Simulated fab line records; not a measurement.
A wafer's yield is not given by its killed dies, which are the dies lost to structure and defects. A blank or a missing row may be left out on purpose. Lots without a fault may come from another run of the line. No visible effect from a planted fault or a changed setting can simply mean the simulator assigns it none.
Problem report in the 8D (eight disciplines) form, filled by code | flow nand harc | the parts of the form that need people (team, actions taken, sign-off) are left out

== 1. THE PROBLEM ==
Wafers without a fault read 59, standard deviation 17; killed at array at NHARC_END_SORT_01 reads a mean of 673 on 6 wafers belonging to 2 lots. That puts it +36 standard deviations away from the usual mean.
First observed at day 28 04:59: wafer L675.2, on prober-02. Wafers with a number at this step in the record: 18, from 6 lots. The rule behind "out" and "out of limits": a value lying over 4 standard deviations away from the usual mean. All remaining wafers that have a number are taken as sound.

== 2. WHAT IT IS, AND WHAT IT ISN'T ==
question                    | is                           | is not
which readings at this step | killed at array, killed dies | killed at periphery, killed open, killed short
which lots                  | L675, L677                   | L678, L679, L686, L688
which wafers of those lots  | all that have a number       | -
read on which gauges        | prober-01, prober-02         | -
when                        | from day 28 04:59            | up to then (0 sound wafers); but 12 sound wafers of L678, L679, L686, L688 came after

== 3. SUSPECTS, AND WHAT RULES EACH OUT ==
Counting: a tool stays on the suspect list if, at a process step up to the reading, it processed all lots that are out and no sound lot following the first of them.
- the gauge at NHARC_END_SORT_01 has been ruled out. The wafers that are out were read on 2 gauges (prober-01, prober-02).
- rie diel-06 at NHARC_A_STAIRCASE_DESCUM_186 (chemistry O2, time 3 s): ruled out as a lasting fault. Sound lots L678, L686, L688 ran on it after its first lot that is out, L675 (day 19 19:53).
- rie diel-06 at NHARC_A_STAIRCASE_ETCH_188 (etches the open film in C4F8/O2, target depth 100 nm, time 40.5 s): ruled out as a lasting fault. Sound lots L678, L686, L688 ran on it after its first lot that is out, L675 (day 19 20:08).
Left after counting: nothing in the record.

== 4. THE CAUSE (what the simulator had put in) ==
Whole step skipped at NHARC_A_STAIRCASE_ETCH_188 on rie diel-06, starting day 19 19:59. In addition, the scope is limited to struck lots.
It was ruled out by counting, in error; the rule expects a fault to strike all lots run on its tool from its start on, and this fault did not.

== 5. THE CHAIN OF EFFECTS, in route order ==
Each row: a reading where the mean over the struck wafers with a number is more than 3 standard deviations away from the usual. Only readings for which the record gives a usual standard deviation are gone through. hours: the time from each lot's start at the first step in this table that gives one to its start at this step, as a median over the lots. sigmas: the change in usual standard deviations.
hours | step              | reading         | usual | on struck wafers | change | sigmas
0     | NHARC_END_SORT_01 | killed at array | 59    | 673              | +614   | +36
0     | NHARC_END_SORT_01 | killed dies     | 63    | 677              | +614   | +34
Readings that are blank on the struck wafers while sound wafers have them: bias w at NHARC_A_STAIRCASE_ETCH_188; chamber pressure mTorr at NHARC_A_STAIRCASE_ETCH_188; oes product au at NHARC_A_STAIRCASE_ETCH_188; rf vpp V at NHARC_A_STAIRCASE_ETCH_188.

== 6. WHAT WOULD HAVE CAUGHT IT SOONER ==
The first out-of-limits reading at a measuring or inspecting step in this record came at day 28 04:59, 201 hours after the fault's start at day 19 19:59.
At NHARC_A_STAIRCASE_ETCH_188 the tool's readings are blank on the struck wafers, where sound wafers have them: an empty tool record is the first sign, and it was there at once.
